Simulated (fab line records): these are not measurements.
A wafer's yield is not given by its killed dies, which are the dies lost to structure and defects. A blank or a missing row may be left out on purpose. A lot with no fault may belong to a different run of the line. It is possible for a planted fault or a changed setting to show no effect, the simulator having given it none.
A lot that was struck, set against a sound lot	flow nand-harc	12 out of 1302 route steps
Sound: these wafers, L469.2, L469.3, L469.4. Wafers struck: L489.1, L489.2, L489.4. The cause comes at the end.
Per side, at each step with rows, come the tool, then ch with its chambers, and then its first start. Under that, the readings that differ: sound wafers	struck wafers	difference of the means	sigmas: that difference in standard deviations of wafers without a fault.
alike: readings whose means differ by less than 2 such deviations, and words and numbers that are the same on both sides. not compared: withheld readings, readings that some wafer has no value for, bounds like >300 that may hide the same value, and numbers for which the record gives no deviation and whose values overlap.
Wherever a step has rows on one side only, a row that says differs or no value, or a row with sigmas, the two part there. Non-overlapping numbers with no deviation appear without sigmas and do not part them. A reading that every wafer of one side lacks parts them only if that side has two wafers or more.

first, 2 steps without rows for these wafers: NHARC_A_SLIT_PRECLEAN_19 (cleans in SC1); NHARC_A_SLIT_SRD_20.
NHARC_A_SLIT_CD_MEAS_21:
  sound on cd-sem-03, day 21 08:43; struck on cd-sem-02, day 30 05:23
  alike: cd-nm
then, 3 steps without rows for these wafers: NHARC_A_SIN_REMOVE_WET_00 (chemistry H3PO4, time 15300 s); NHARC_A_SIN_REMOVE_PRECLEAN_01 (cleans in SC1); NHARC_A_SIN_REMOVE_SRD_02.
NHARC_A_SIN_REMOVE_INSPECT_04:
  sound on defect-inspect-02, day 21 15:16; struck on defect-inspect-01, day 30 12:04
reading	sound	struck	difference	sigmas
raw-defect-count	278 275 276	460 454 519	+201	+3
NHARC_A_WL_FILL_ALD_00: deposits Al2O3, target thk 3 nm, pulse time 3 s, ald cycles 30.
  sound on ald-hk-03 ch 0,2,3, day 21 15:22; struck on ald-hk-03 ch 0,2,3, day 30 12:08
  alike: heater-power-w, precursor-pulse-height-rel
NHARC_A_WL_FILL_RTA_01: time 5 s.
  sound on rtp-anneal-02 ch 0, day 21 15:38; struck on rtp-anneal-01 ch 0, day 30 12:23
reading	sound	struck	difference	sigmas
anneal-temp-c-max	1002.6 1003.0 1003.1	1005.4 1004.8 1005.2	+2.2	+2
lamp-power-pct (%)	29.7 29.8 29.7	32.1 32.2 32.2	+2.4	+2
  alike: lamp_zone_1_pct, wafer_temp_C_max
NHARC_A_WL_FILL_ALD_02: deposits TiN, target thk 2 nm, pulse time 3 s, ald cycles 100.
  sound on ald-metal-04 ch 0,1,3, day 21 15:52; struck on ald-metal-03 ch 0,1,2, day 30 12:38
  alike: heater-power-w, precursor-pulse-height-rel
NHARC_A_WL_FILL_CVD_03: deposits W, target thk 40 nm, time 279 s.
  sound on cvd-w-01 ch 0,1, day 21 16:15; struck on cvd-w-01 ch 0,1, day 30 13:02
  no value came back on the struck wafers for chamber-pressure-Torr (Torr), heater-power-outer-w (W), heater-power-w (W), throttle-valve-pct (%); on the sound wafers chamber-pressure-Torr (Torr) reads 39.99 40.13 40.09
NHARC_A_WL_FILL_ETCHBACK_04: etches the open film in NF3, target depth 60 nm, time 120 s.
  sound on rie-metal-02 ch 0,1, day 21 16:38; struck on rie-metal-02 ch 0,1, day 30 13:25
  alike: drypump-motor-current-A, oes-product-au
  not compared: rf-hours-counter-h

WHERE THEY PART
First at NHARC_A_SIN_REMOVE_INSPECT_04; last, within this record, at NHARC_A_WL_FILL_CVD_03. Later steps at which nothing parts them and some readings are alike: NHARC_A_WL_FILL_ETCHBACK_04.

WHY: what the simulator had put in
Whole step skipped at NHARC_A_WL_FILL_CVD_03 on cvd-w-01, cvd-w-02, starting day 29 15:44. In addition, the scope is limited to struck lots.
